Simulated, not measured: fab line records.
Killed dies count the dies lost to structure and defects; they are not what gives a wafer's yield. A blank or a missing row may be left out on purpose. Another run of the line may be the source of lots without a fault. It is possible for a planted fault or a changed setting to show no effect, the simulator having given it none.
Which tool did it?    flow nandHarc    33 wafers sampled from 11 lots at 1 step of a route of 1302

== WHAT EACH GAUGE READ, for each wafer ==
NHARC_P_CONTACT_INSPECT_14.
lot   measured      on                rawDefectCount
L634  day 6 11:02   defectInspect-01  6 5 7
L635  day 6 11:42   defectInspect-01  6 3 5
L638  day 7 13:16   defectInspect-01  4 3 4
L642  day 9 11:43   defectInspect-02  3 2 2
L644  day 9 16:46   defectInspect-01  2 4 4
L651  day 12 20:24  defectInspect-01  3 5 11
L652  day 13 08:41  defectInspect-02  5 3 5
L653  day 13 14:39  defectInspect-02  2 1 1
L655  day 14 17:55  defectInspect-01  4 1 7
L656  day 14 23:12  defectInspect-02  4 2 3
L657  day 15 07:35  defectInspect-02  2 2 7

== EACH LOT AND THE TOOL THAT RAN IT (in order: tool; ch and the chambers of the sampled wafers; start) ==
Record: no process step prior to these readings.

== THE ANSWER, worked out from the rows above alone ==
Rule: what is usual is taken from the lots themselves. Put in order of their means at a reading, lots are off if they are a third of the lots or fewer, leave a main group of 4 or more, and stand apart from it by a gap of 3 or more times the standard deviation of the main group's means; of several such gaps the widest counts. A main group whose means are all the same, to the digits that the tables above print for the reading, isn't used. A lot without any number at a reading at which 4 lots or more have one is off too. All remaining lots with rows at the step are treated as sound.
No lot is off on any of the readings shown, so nothing can be concluded from this.

== WHAT HAD BEEN PUT IN BY THE SIMULATOR ==
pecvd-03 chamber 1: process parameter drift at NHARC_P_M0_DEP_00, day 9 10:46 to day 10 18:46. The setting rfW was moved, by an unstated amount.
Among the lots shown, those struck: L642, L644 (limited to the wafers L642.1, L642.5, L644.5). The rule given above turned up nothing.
